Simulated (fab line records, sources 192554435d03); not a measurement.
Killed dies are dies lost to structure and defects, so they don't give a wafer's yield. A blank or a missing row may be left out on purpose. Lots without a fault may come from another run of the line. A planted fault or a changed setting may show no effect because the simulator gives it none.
Split-lot experiment | flow n5_finfet | 7 lots, 39 wafers read, on a route of 1938 steps

THE SPLIT
At N5_BEOL_M8_ALD_77 (deposits TaN, target thk 2 nm, pulse time 2 s, purge time 3 s), the setting ald_cycles was moved away from the recipe's 40 on 15 of the 39 wafers read, by -57.5% to +42.5%. The other wafers ran this setting at the recipe's value.

The reading is taken at the split's own step.

THE READING
TaN_of_BEOL_M8_ALD_77.thk_nm (the simulator's own value, which no gauge read), in nm, at N5_BEOL_M8_ALD_77 (deposits TaN, target thk 2 nm, pulse time 2 s, purge time 3 s). The file gives no usual value for it.

wafer  | tool, chamber at the split | ald_cycles as run | against the recipe | TaN_of_BEOL_M8_ALD_77.thk_nm, nm | against lot-mates on the recipe
L077.1 | ald_metal-04, 2            | 18                | -55.0%             | 0.8                              | -1.2
L077.2 | ald_metal-04, 0,3,2        | 40                | recipe             | 2                                | -
L077.3 | ald_metal-04, 0,3,2        | 40                | recipe             | 2                                | -
L077.5 | ald_metal-04, 0,3,2        | 40                | recipe             | 2                                | -
L077.4 | ald_metal-04, 1,3          | 18                | -55.0%             | 1                                | -1.0
L077.6 | ald_metal-04, 1,3          | 18                | -55.0%             | 1                                | -1.0
L079.2 | ald_metal-03, 0,2,0        | 40                | recipe             | 2                                | -
L079.3 | ald_metal-03, 0,2,0        | 40                | recipe             | 2                                | -
L079.6 | ald_metal-03, 0,2,0        | 40                | recipe             | 2                                | -
L084.1 | ald_metal-03, 2,3,0        | 17                | -57.5%             | 0.8                              | -1.2
L084.3 | ald_metal-03, 2,3,0        | 17                | -57.5%             | 0.8                              | -1.2
L084.5 | ald_metal-03, 2,3,0        | 17                | -57.5%             | 0.8                              | -1.2
L084.2 | ald_metal-03, 0,1,1        | 40                | recipe             | 2                                | -
L084.4 | ald_metal-03, 0,1,1        | 40                | recipe             | 2                                | -
L084.6 | ald_metal-03, 0,1,1        | 40                | recipe             | 2                                | -
L091.1 | ald_metal-01, 1,3,0        | 40                | recipe             | 2                                | -
L091.3 | ald_metal-01, 1,3,0        | 40                | recipe             | 2                                | -
L091.4 | ald_metal-01, 1,3,0        | 40                | recipe             | 2                                | -
L091.2 | ald_metal-01, 2,2,3        | 55                | +37.5%             | 2.8                              | +0.8
L091.5 | ald_metal-01, 2,2,3        | 55                | +37.5%             | 2.8                              | +0.8
L091.6 | ald_metal-01, 2,2,3        | 55                | +37.5%             | 2.8                              | +0.8
L088.1 | ald_metal-04, 2,3,0        | 48                | +20.0%             | 2.4                              | +0.4
L088.2 | ald_metal-04, 2,3,0        | 48                | +20.0%             | 2.4                              | +0.4
L088.5 | ald_metal-04, 2,3,0        | 48                | +20.0%             | 2.4                              | +0.4
L088.3 | ald_metal-04, 0,1,3        | 40                | recipe             | 2                                | -
L088.4 | ald_metal-04, 0,1,3        | 40                | recipe             | 2                                | -
L088.6 | ald_metal-04, 0,1,3        | 40                | recipe             | 2                                | -
L090.1 | ald_metal-03, 1,3,0,2,0,3  | 40                | recipe             | 2                                | -
L090.2 | ald_metal-03, 1,3,0,2,0,3  | 40                | recipe             | 2                                | -
L090.3 | ald_metal-03, 1,3,0,2,0,3  | 40                | recipe             | 2                                | -
L090.4 | ald_metal-03, 1,3,0,2,0,3  | 40                | recipe             | 2                                | -
L090.5 | ald_metal-03, 1,3,0,2,0,3  | 40                | recipe             | 2                                | -
L090.6 | ald_metal-03, 1,3,0,2,0,3  | 40                | recipe             | 2                                | -
L096.1 | ald_metal-01, 3,1,2        | 40                | recipe             | 2                                | -
L096.2 | ald_metal-01, 3,1,2        | 40                | recipe             | 2                                | -
L096.6 | ald_metal-01, 3,1,2        | 40                | recipe             | 2                                | -
L096.3 | ald_metal-01, 2,3,1        | 57                | +42.5%             | 2.8                              | +0.8
L096.4 | ald_metal-01, 2,3,1        | 57                | +42.5%             | 2.8                              | +0.8
L096.5 | ald_metal-01, 2,3,1        | 57                | +42.5%             | 2.8                              | +0.8
Where a row lists several chambers, the file gives one row for several wafers and doesn't say which wafer went through which chamber.

THE FIT
A straight line over all 39 wafers: TaN_of_BEOL_M8_ALD_77.thk_nm changes by +0.0201 nm for each +1% of ald_cycles; r = +1.00; the points scatter about the line by 0.038 nm.
The same after taking each lot's own level away (the mean of its wafers on the recipe; 39 wafers): +0.0201 nm for each +1%; r = +1.00; scatter 0.038 nm.
On that fit, the largest move of ald_cycles shifts the reading by 1.2 nm.
The lots' own levels span 2.00 to 2.00 nm.
So the lot-to-lot level changes the slope little: the two slopes agree.
Check: with one of the wafers moved furthest among these (-57.5%) left out of the fit, the line predicts -1.15 nm for it against its lot-mates. It came out at -1.2 nm against them.

OTHER SPLITS ON THESE WAFERS
These wafers also went through other splits before the reading. Each is held against what the fit with the lots' levels taken away leaves over:
other split on the same wafers          | wafers away from the commonest value | r with TaN_of_BEOL_M8_ALD_77.thk_nm (lot level and that fit taken away)
N5_SPACER0_ALD_07 target_thk_a          | 12                                   | +0.18
N5_MOL_CONTACT_COAG_ETCHBACK_135 time_s | 12                                   | +0.06
N5_BEOL_M2_ILD_DEP_00 time_s            | 12                                   | +0.13
N5_BEOL_M7_ILD_DEP_00 time_s            | 18                                   | -0.21

THE FILE'S OWN FIT
TaN_of_BEOL_M8_ALD_77.thk_nm changes by +0.0201 nm for each +1% of ald_cycles, r = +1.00.
